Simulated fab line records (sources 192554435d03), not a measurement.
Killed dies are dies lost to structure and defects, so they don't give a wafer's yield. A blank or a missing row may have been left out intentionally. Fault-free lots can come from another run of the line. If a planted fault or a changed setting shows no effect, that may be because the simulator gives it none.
Chamber matching    flow n5 finfet    N5_BEOL_M0_SAQP_HM_DEP_111 on pecvd-01 has 3 sister chambers
The step deposits SiO2 from SiH4/N2O, target thk 12 nm, time 7.2 s. 20 wafers are shown with their chamber, then 10 later ones without.

## WAFERS, EACH WITH ITS CHAMBER
wafer   chamber  showerhead plenum p Torr (Torr)  heater power w (W)
L077.2  1        8.18                             747
L077.3  2        8.14                             761
L077.4  2        8.14                             745
L078.1  2        8.15                             684
L078.4  1        8.18                             656
L078.5  0        8.25                             791
L084.1  2        8.15                             713
L084.2  0        8.26                             772
L084.6  2        8.14                             691
L085.3  0        8.25                             851
L085.5  0        8.24                             852
L085.6  1        8.20                             660
L087.1  1        8.19                             671
L087.2  0        8.22                             820
L087.3  2        8.14                             768
L088.2  1        8.19                             767
L088.5  2        8.14                             758
L088.6  1        8.19                             744
L092.2  1        8.21                             709
L092.4  1        8.20                             721

SIGNATURES, as means of the wafers listed above
reading                   chamber 0  chamber 1  chamber 2  scatter within a chamber
showerhead plenum p Torr  8.2440     8.1925     8.1429     0.0103
heater power w            817.20     709.38     731.43     38.5
Rule: a wafer lies at a distance from a chamber equal to the root of the sum of squares, over the readings, of (its reading less the chamber's mean, divided by the reading's scatter). The wafer belongs to the nearest chamber; if the next one is less than 2 further off, it can't be placed. The scatter is the square root of a quotient: the sum, over the shown wafers, of each reading's squared deviation from its chamber's mean, divided by wafers minus chambers.

## WAFERS WITHOUT THEIR CHAMBER
wafer   showerhead plenum p Torr (Torr)  heater power w (W)
L092.5  8.24                             704
L093.1  8.12                             819
L093.5  8.14                             814
L093.6  8.19                             699
L096.1  8.24                             723
L096.3  8.15                             678
L096.6  8.21                             760
L097.3  8.24                             748
L097.4  8.14                             801
L097.6  8.17                             646

## WHICH CHAMBER EACH WENT THROUGH
wafer   from the rows above      in truth
L092.5  can't be placed: 0 or 1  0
L093.1  2                        2
L093.5  2                        2
L093.6  1                        1
L096.1  0                        0
L096.3  2                        2
L096.6  can't be placed: 1 or 0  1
L097.3  0                        0
L097.4  2                        2
L097.6  can't be placed: 1 or 2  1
Correctly placed: 7 of 10. These rows do not allow placing 3 (true chamber among the candidates in 3). Placed wrongly: 0.
